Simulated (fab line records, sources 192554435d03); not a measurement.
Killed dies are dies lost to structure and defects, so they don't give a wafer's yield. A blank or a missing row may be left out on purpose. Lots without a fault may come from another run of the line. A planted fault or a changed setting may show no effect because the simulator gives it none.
One fault seen from 3 desks | flow n5_finfet | each desk has only its own numbers; what lay behind them comes last

THE METROLOGY DESK
What the gauges read, lot by lot, whatever tool the lot ran on: means of the sampled wafers that have a number. A lot is out of limits, marked OUT, if its mean lies more than 4 standard deviations from the usual mean; the brackets give that distance. Of its 10 readings 7 are shown: those that lie furthest out on some lot.
Columns: A = DIBL_N at N5_BEOL_M4_RC_MEAS_101, usual 36.8 mV/V; B = DIBL_P at N5_BEOL_M4_RC_MEAS_101, usual 37.0 mV/V; C = ION_N at N5_BEOL_M4_RC_MEAS_101, usual 680 uA/um; D = ION_P at N5_BEOL_M4_RC_MEAS_101, usual 466 uA/um; E = SS_N at N5_BEOL_M4_RC_MEAS_101, usual 71.7 mV/dec; F = SS_P at N5_BEOL_M4_RC_MEAS_101, usual 73.5 mV/dec; G = VT_P at N5_BEOL_M4_RC_MEAS_101, usual -249 mV
lot  | first seen here | A    | B    | C   | D   | E    | F    | G
L998 | day 8 09:34     | 37.2 | 36.4 | 677 | 458 | 71.1 | 73.5 | -253
L100 | day 9 05:10     | 36.6 | 38.4 | 681 | 459 | 71.7 | 73.4 | -252
L102 | day 9 11:35     | 37.2 | 39.3 | 683 | 465 | 72.2 | 73.3 | -250
L103 | day 9 13:09     | 37.4 | 35.8 | 691 | 466 | 71.6 | 73.6 | -250
L111 | day 11 14:02    | 36.5 | 36.5 | 682 | 464 | 71.8 | 73.6 | -250
L115 | day 12 20:48    | 34.7 | 34.7 | 665 | 457 | 70.7 | 72.9 | -251
L118 | day 13 03:29    | 38.6 | 38.3 | 692 | 466 | 72.7 | 73.8 | -250
L119 | day 13 10:34    | 35.4 | 36.9 | 676 | 465 | 71.2 | 73.3 | -252
This desk's finding: nothing out of limits on any of the 8 lots.

THE TOOL OWNER'S DESK: rie_diel-01
The tool's own readings at N5_BEOL_M0_SAQP_ETCH_84 (etches SOC in N2/H2, target depth 100 nm, overetch 20 nm, time 150 s): means of the sampled wafers that have a number, for each lot that ran on this tool. A lot is out of limits, marked OUT, if its mean lies more than 4 standard deviations from the usual mean; the brackets give that distance.
Columns: A = drypump_motor_current_A at N5_BEOL_M0_SAQP_ETCH_84, usual 5.8 A; B = oes_product_au at N5_BEOL_M0_SAQP_ETCH_84, usual 0.68 a.u.; C = rf_vpp_V at N5_BEOL_M0_SAQP_ETCH_84, usual 524.7 V; D = showerhead_plenum_p_Torr at N5_BEOL_M0_SAQP_ETCH_84, usual 2.57 Torr; E = throttle_valve_pct at N5_BEOL_M0_SAQP_ETCH_84, usual 17.96 %
lot  | first seen here | A   | B    | C     | D    | E
L100 | day 6 06:32     | 5.7 | 0.69 | 525.1 | 2.59 | 17.96
L102 | day 6 18:37     | 5.4 | 0.69 | 525.9 | 2.59 | 17.98
L103 | day 7 03:37     | 5.6 | 0.67 | 523.4 | 2.54 | 18.01
L111 | day 8 23:08     | 5.3 | 0.73 | 524.9 | 2.61 | 18.14
This desk's finding: nothing out of limits on any of the 4 lots.

THE DEFECT DESK
What the inspections along the route counted, lot by lot: means of the sampled wafers that have a number. A lot is out of limits, marked OUT, if its mean lies more than 4 standard deviations from the usual mean; the brackets give that distance.
Columns: A = raw_defect_count at N5_BEOL_M0_SAQP_INSPECT_42, usual 320; B = raw_defect_count at N5_BEOL_M0_CUTY_INSPECT_59, usual 2.2
lot  | first seen here | A   | B
L998 | day 5 22:26     | 313 | 3.0
L100 | day 6 10:28     | 234 | 2.7
L102 | day 6 23:13     | 271 | 3.0
L103 | day 7 07:59     | 280 | 2.0
L111 | day 9 03:32     | 463 | 187.3 (+99 or more) OUT
L115 | day 11 02:11    | 387 | 2.7
L118 | day 11 02:55    | 535 | 3.3
L119 | day 11 06:46    | 303 | 2.3
This desk's finding: out of limits on L111; first on L111, day 9 04:57 (raw_defect_count at N5_BEOL_M0_CUTY_INSPECT_59). In limits: L998, L100, L102, L103, L115, L118, L119.

PUT TOGETHER
The defect desk could have raised an alarm at day 9 04:57, on L111.
The metrology desk saw nothing out of limits.
The tool owner's desk saw nothing out of limits.
The metrology desk has L111 on record, within its limits.
The tool owner's desk has L111 on record, within its limits.
Of the lots named, all ran N5_BEOL_M0_SAQP_ETCH_84 on rie_diel-01.

WHAT THE SIMULATOR HAD PUT IN
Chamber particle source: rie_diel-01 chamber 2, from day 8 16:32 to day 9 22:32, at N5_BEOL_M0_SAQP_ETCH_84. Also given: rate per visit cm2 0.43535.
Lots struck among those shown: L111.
Hours from the fault's start to each desk's first reading out of limits: the defect desk, 12.
